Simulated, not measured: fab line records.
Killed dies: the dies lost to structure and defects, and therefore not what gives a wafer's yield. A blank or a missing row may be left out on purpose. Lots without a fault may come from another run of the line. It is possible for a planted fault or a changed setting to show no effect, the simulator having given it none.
Chamber matching    flow n5_finfet    4 sister chambers for N5_HKMG_FIN_ALD_21 on ald_metal-04
The step deposits TiN, target thk 1.5 nm, pulse time 1 s, purge time 3 s. 22 wafers are shown with their chamber, then 11 later ones without.

## WAFERS, EACH WITH ITS CHAMBER
wafer   chamber  heater_power_outer_w (W)  heater_power_w (W)  precursor_pulse_height_rel
L078.1  1        490                       822                 0.971
L078.3  2        462                       800                 0.990
L078.5  0        624                       994                 1.014
L079.3  3        528                       905                 0.980
L079.4  0        600                       1038                1.004
L079.6  0        614                       1005                1.014
L081.2  1        473                       792                 1.027
L081.3  2        463                       789                 1.034
L081.5  2        471                       793                 0.991
L083.1  1        490                       835                 0.984
L083.2  0        606                       1009                0.999
L083.6  3        539                       900                 1.000
L086.2  3        523                       889                 0.973
L086.3  1        483                       811                 1.026
L086.4  0        608                       1004                1.008
L087.3  3        524                       887                 1.007
L087.4  1        475                       805                 0.955
L087.5  1        483                       834                 1.015
L090.1  0        608                       1021                1.008
L090.2  1        468                       800                 1.006
L090.6  1        486                       830                 0.989
L094.2  3        526                       902                 0.993

SIGNATURES, as means of the wafers listed above
reading                     chamber 0  chamber 1  chamber 2  chamber 3  scatter within a chamber
heater_power_outer_w        610.00     481.00     465.33     528.00     7.51
heater_power_w              1011.83    816.12     794.00     896.60     13.8
precursor_pulse_height_rel  1.00783    0.99662    1.00500    0.99060    0.0198
Rule: for a wafer and a chamber, the distance is found by dividing, reading by reading, the gap between the wafer's reading and the chamber's mean by the reading's scatter, squaring, summing and taking the root. If the next closest chamber is less than 2 further off than the closest, the wafer can't be placed; otherwise it belongs to the closest. The scatter is the square root of a quotient: the sum, over the shown wafers, of each reading's squared deviation from its chamber's mean, divided by wafers minus chambers.

## WAFERS MISSING THEIR CHAMBER
wafer   heater_power_outer_w (W)  heater_power_w (W)  precursor_pulse_height_rel
L094.3  477                       827                 1.057
L094.6  529                       876                 0.998
L095.1  618                       999                 0.966
L095.2  469                       809                 0.973
L095.3  479                       805                 0.982
L095.4  548                       878                 1.000
L095.5  526                       882                 1.046
L095.6  609                       1010                1.018
L097.3  465                       805                 1.002
L097.5  597                       986                 0.986
L097.6  488                       813                 0.957

## CHAMBER TAKEN BY EACH
wafer   from the rows above      in truth
L094.3  can't be placed: 1 or 2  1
L094.6  3                        3
L095.1  0                        0
L095.2  can't be placed: 2 or 1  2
L095.3  can't be placed: 1 or 2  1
L095.4  3                        3
L095.5  3                        3
L095.6  0                        0
L097.3  can't be placed: 2 or 1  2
L097.5  0                        0
L097.6  can't be placed: 1 or 2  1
Correct placement for 6 of the 11. Cannot be placed on the basis of these rows: 5; the candidates contain the true chamber in 5. Number placed wrongly: 0.
